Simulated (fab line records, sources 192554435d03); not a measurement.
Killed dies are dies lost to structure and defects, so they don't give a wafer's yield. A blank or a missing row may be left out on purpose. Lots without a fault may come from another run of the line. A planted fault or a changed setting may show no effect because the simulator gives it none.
Chamber matching | flow n5_finfet | N5_BEOL_M10_STRIP_67 on rie_diel-05: 4 sister chambers
The step strips in CF4. 4 wafers are shown with their chamber, then 8 later ones without.

WAFERS WITH THEIR CHAMBER
wafer  | chamber | drypump_motor_current_A (A)
L083.3 | 1       | 5.7
L090.1 | 3       | 6.6
L090.5 | 2       | 5.1
L093.3 | 0       | 6.4

WAFERS WITHOUT THEIR CHAMBER
wafer  | drypump_motor_current_A (A)
L093.4 | 6.6
L093.5 | 6.4
L091.1 | 6.6
L091.4 | 6.5
L091.6 | 5.8
L094.1 | 6.5
L094.2 | 5.8
L094.4 | 5.1

WHICH CHAMBER EACH WENT THROUGH
wafer  | from the rows above     | in truth
L093.4 | 3                       | 3
L093.5 | 0                       | 0
L091.1 | 3                       | 3
L091.4 | can't be placed: 0 or 3 | 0
L091.6 | 1                       | 1
L094.1 | can't be placed: 0 or 3 | 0
L094.2 | 1                       | 1
L094.4 | 2                       | 2
Placed correctly: 6 of 8. Can't be placed from these rows: 2 (the true chamber is among the candidates in 2). Placed wrongly: 0.
How it was worked out, from the rows above alone: a wafer's distance from a chamber is the root of the sum, over the readings, of the square of ((its reading less the chamber's mean) divided by the reading's scatter). The wafer belongs to the nearest chamber; if the next one is less than 2 further off, it can't be placed. A chamber's mean is the mean of its shown wafers. The scatter: with one shown wafer a chamber, the root of the mean of the squares of how far each hidden wafer lies from its nearest shown one.
